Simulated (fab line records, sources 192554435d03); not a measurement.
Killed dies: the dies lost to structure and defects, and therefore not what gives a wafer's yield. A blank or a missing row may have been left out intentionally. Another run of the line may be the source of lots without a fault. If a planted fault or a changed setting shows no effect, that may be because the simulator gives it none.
Chamber matching + flow n5Finfet + N5_STI_FIN_REVEAL_STRIP_24 on rieDiel-04 has 4 sister chambers
The step strips in N2/H2, time 90 s. 24 wafers are shown with their chamber, then 12 later ones without.

## WAFERS WITH THEIR CHAMBER
| wafer  | chamber | showerheadPlenumPTorr (Torr) | throttleValvePct (%) | drypumpMotorCurrentA (A) |
|--------|---------|------------------------------|----------------------|--------------------------|
| L074.4 | 0       | 3.51                         | 12.28                | 6.3                      |
| L074.5 | 3       | 3.39                         | 12.34                | 6.2                      |
| L074.6 | 2       | 3.41                         | 12.57                | 6.1                      |
| L076.1 | 2       | 3.40                         | 12.57                | 6.1                      |
| L076.3 | 0       | 3.50                         | 12.29                | 6.2                      |
| L076.5 | 1       | 3.49                         | 12.46                | 6.5                      |
| L077.1 | 1       | 3.49                         | 12.44                | 6.4                      |
| L077.2 | 0       | 3.50                         | 12.30                | 6.3                      |
| L077.5 | 0       | 3.50                         | 12.28                | 6.3                      |
| L078.1 | 1       | 3.49                         | 12.44                | 6.4                      |
| L078.3 | 3       | 3.39                         | 12.37                | 6.2                      |
| L078.5 | 2       | 3.40                         | 12.58                | 6.1                      |
| L082.2 | 1       | 3.48                         | 12.48                | 6.4                      |
| L082.3 | 0       | 3.50                         | 12.32                | 6.3                      |
| L082.6 | 1       | 3.48                         | 12.48                | 6.4                      |
| L084.4 | 3       | 3.38                         | 12.40                | 6.3                      |
| L084.5 | 1       | 3.48                         | 12.48                | 6.5                      |
| L084.6 | 2       | 3.39                         | 12.60                | 6.1                      |
| L085.2 | 2       | 3.39                         | 12.61                | 6.1                      |
| L085.4 | 0       | 3.49                         | 12.35                | 6.3                      |
| L085.5 | 0       | 3.49                         | 12.35                | 6.3                      |
| L087.1 | 0       | 3.49                         | 12.37                | 6.2                      |
| L087.2 | 2       | 3.39                         | 12.65                | 6.1                      |
| L087.3 | 3       | 3.38                         | 12.43                | 6.3                      |

SIGNATURES (means of the wafers above)
| reading               | chamber 0 | chamber 1 | chamber 2 | chamber 3 | scatter within a chamber |
|-----------------------|-----------|-----------|-----------|-----------|--------------------------|
| showerheadPlenumPTorr | 3.4975    | 3.4850    | 3.3967    | 3.3850    | 0.00683                  |
| throttleValvePct      | 12.3175   | 12.4633   | 12.5967   | 12.3850   | 0.0316                   |
| drypumpMotorCurrentA  | 6.275     | 6.433     | 6.100     | 6.250     | 0.0438                   |
Rule: a wafer lies at a distance from a chamber equal to the root of the sum of squares, over the readings, of (its reading less the chamber's mean, divided by the reading's scatter). The wafer belongs to the nearest chamber; if the next one is less than 2 further off, it can't be placed. How the scatter is found: for the shown wafers, subtract from each reading the mean of its chamber, square and add these, divide the total by (wafers less chambers), then take the root.

## WAFERS WITH NO CHAMBER GIVEN
| wafer  | showerheadPlenumPTorr (Torr) | throttleValvePct (%) | drypumpMotorCurrentA (A) |
|--------|------------------------------|----------------------|--------------------------|
| L089.1 | 3.38                         | 12.41                | 6.3                      |
| L089.3 | 3.49                         | 12.37                | 6.3                      |
| L089.6 | 3.39                         | 12.65                | 6.1                      |
| L090.3 | 3.37                         | 12.44                | 6.3                      |
| L090.4 | 3.49                         | 12.38                | 6.4                      |
| L090.6 | 3.47                         | 12.53                | 6.5                      |
| L095.1 | 3.37                         | 12.48                | 6.2                      |
| L095.4 | 3.47                         | 12.55                | 6.4                      |
| L095.5 | 3.48                         | 12.41                | 6.3                      |
| L097.2 | 3.46                         | 12.54                | 6.5                      |
| L097.3 | 3.38                         | 12.69                | 6.1                      |
| L097.6 | 3.46                         | 12.56                | 6.5                      |

## WHICH CHAMBER EACH ONE RAN IN
| wafer  | from the rows above     | in truth |
|--------|-------------------------|----------|
| L089.1 | 3                       | 3        |
| L089.3 | 0                       | 0        |
| L089.6 | 2                       | 2        |
| L090.3 | 3                       | 3        |
| L090.4 | can't be placed: 1 or 0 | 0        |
| L090.6 | 1                       | 1        |
| L095.1 | can't be placed: 3 or 2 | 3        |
| L095.4 | 1                       | 1        |
| L095.5 | can't be placed: 1 or 0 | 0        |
| L097.2 | 1                       | 1        |
| L097.3 | 2                       | 2        |
| L097.6 | 1                       | 1        |
9 of 12 placed correctly. From these rows, 3 cannot be placed; in 3 the true chamber is one of the candidates. Placed wrongly: 0.
